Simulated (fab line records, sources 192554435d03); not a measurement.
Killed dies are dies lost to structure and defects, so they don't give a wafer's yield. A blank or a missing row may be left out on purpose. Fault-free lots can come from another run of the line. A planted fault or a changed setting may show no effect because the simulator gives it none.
Which of the tools did it? -- flow n5Finfet -- at 1 step of a route of 1938, 10 lots with 30 wafers sampled

== WHAT THE GAUGES SHOWED, per wafer ==
N5_BEOL_M15_INSPECT_30: inspects for defects (macro).
lot,measured,on,rawDefectCount
L171,day 11 02:08,defectInspect-01,3 2 2
L173,day 11 04:46,defectInspect-01,2 2 1
L172,day 11 20:10,defectInspect-02,0 3 0
L174,day 12 06:26,defectInspect-01,2 3 2
L177,day 13 09:10,defectInspect-01,3 2 2
L181,day 14 02:08,defectInspect-02,0 2 1
L182,day 14 22:17,defectInspect-01,1 1 3
L191,day 16 21:38,defectInspect-02,4 0 1
L192,day 17 03:19,defectInspect-02,3 1 5
L193,day 17 07:53,defectInspect-02,3 2 1

== EACH LOT AND THE TOOL THAT RAN IT (in order: tool; ch and the chambers of the sampled wafers; start) ==
The record shows no process step preceding these readings.

== THE ANSWER, worked out from the rows above alone ==
Rule: usual is defined by the lots themselves. Put in order of their means at a reading, lots are off if they are a third of the lots or fewer, leave a main group of 4 or more, and stand apart from it by a gap of 3 or more times the standard deviation of the main group's means; of several such gaps the widest counts. The tables above print the reading to a certain number of digits; a main group whose means all agree to those digits is not used. Also off: a lot with no number at a reading for which 4 or more lots have one. All remaining lots with rows at the step are treated as sound.
None of the lots is off at any reading shown; this tells nothing.

== WHAT THE SIMULATOR HAD PUT IN ==
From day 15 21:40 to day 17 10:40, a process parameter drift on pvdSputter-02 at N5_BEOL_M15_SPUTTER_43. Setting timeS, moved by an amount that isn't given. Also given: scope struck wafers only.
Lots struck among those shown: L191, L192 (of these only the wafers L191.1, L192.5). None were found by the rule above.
